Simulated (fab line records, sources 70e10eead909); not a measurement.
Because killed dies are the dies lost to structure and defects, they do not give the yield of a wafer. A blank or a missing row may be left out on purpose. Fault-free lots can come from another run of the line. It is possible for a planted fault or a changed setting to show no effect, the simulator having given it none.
A lot that was struck, set against a sound lot / flow nand-harc / 15 out of 1159 route steps
Sound: these wafers, L851.1, L851.3, L851.5. The struck wafers were L855.2, L855.3, L855.4. At the end, the cause is stated.
Per side, at each step with rows, come the tool, then ch with its chambers, and then its first start. Under that, the readings that differ: sound wafers / struck wafers / difference of the means / sigmas: that difference in standard deviations of wafers without a fault.
alike: a reading whose means differ by less than 2 such deviations, as well as words and numbers matching on both sides. not compared: withheld readings; readings where some wafer has no value; bounds like >300 that might hide an equal value; numbers whose values overlap and for which the record gives no deviation.
Wherever a step has rows on one side only, a row that says differs or no value, or a row with sigmas, the two part there. When numbers do not overlap yet have no deviation, they are printed without sigmas and do not part them. A reading missing from all wafers of one side parts the sides only when that side holds two or more wafers.

NHARC_A_ZERO_WELL_DESCUM_12: chemistry O2, time 3 s.
  sound on rie-diel-01 ch 1,3, day 8 16:07; struck on rie-diel-12 ch 1,2,3, day 10 12:30
  alike: drypump-motor-current-A, oes-product-au, rf-vpp-V, showerhead-plenum-p-Torr, throttle-valve-pct
  not compared: rf-hours-counter-h
NHARC_A_ZERO_WELL_ETCH_19: etches the open film in N2/H2, target depth 80 nm, overetch 24 nm, time 87.88 s.
  sound on rie-diel-01 ch 1,2,3, day 8 16:11; struck on rie-diel-12 ch 0,2,3, day 10 12:35
  alike: drypump-motor-current-A, oes-product-au, rf-fwd-power-W, rf-vpp-V, showerhead-plenum-p-Torr, throttle-valve-pct
  not compared: rf-hours-counter-h
NHARC_A_ZERO_WELL_ETCH_13: etches the open film in HBr/Cl2, target depth 120 nm, time 40.1 s.
  sound on rie-si-03 ch 1,2,3, day 8 16:20; struck on rie-si-03 ch 0,2,3, day 10 12:43
  alike: drypump-motor-current-A, oes-product-au, rf-fwd-power-W, throttle-valve-pct
  not compared: rf-hours-counter-h
then, 4 steps without rows for these wafers: NHARC_A_ZERO_WELL_STRIP_14 (strips in SPM, time 900 s); NHARC_A_ZERO_WELL_IMPLANT_15; NHARC_A_ZERO_WELL_PRECLEAN_22 (cleans in SC1, time 60 s); NHARC_A_ZERO_WELL_SRD_23.
NHARC_A_ZERO_WELL_RTA_16: time 10 s.
  sound on rtp-anneal-01 ch 0, day 8 17:15; struck on rtp-anneal-02 ch 0, day 10 13:48
  alike: lamp-power-pct, wafer_temp_C_max
NHARC_A_ZERO_WELL_INSPECT_17:
  struck on defect-inspect-01, day 10 14:00; sound on defect-inspect-01, day 8 17:27
  alike: raw-defect-count
then, 2 steps without rows for these wafers: NHARC_A_SOURCE_PLATE_PRECLEAN_00 (cleans in HF-LAST, time 60 s); NHARC_A_SOURCE_PLATE_SRD_01.
NHARC_A_SOURCE_PLATE_OXIDE_02: material SiO2, target thk 10 nm, ox time 1362 s.
  sound on furnace-03 ch 0, day 8 19:14; struck on furnace-03 ch 0, day 11 00:13
  alike: ox-temp-c, ox-time-s, tube-center-temp-C, zone-power-bottom-pct, zone-power-top-pct, zone-power-upper-pct
NHARC_A_SOURCE_PLATE_THK_MEAS_09: measures by ellipsometry.
  struck on film-metro-01, day 11 04:34; sound on film-metro-02, day 8 23:22
reading=thk-nm (nm); sound=9.3 10.1 9.5; struck=16.2 15.3 16.7; difference=+6.4; sigmas=+6
then, 2 steps without rows for these wafers: NHARC_A_SOURCE_PLATE_PVD_04 (deposits WSi2, target thk 50 nm); NHARC_END_SORT_01.

## WHERE THEY PART
Within this record, at NHARC_A_SOURCE_PLATE_THK_MEAS_09 only.

WHY: the cause the simulator had injected
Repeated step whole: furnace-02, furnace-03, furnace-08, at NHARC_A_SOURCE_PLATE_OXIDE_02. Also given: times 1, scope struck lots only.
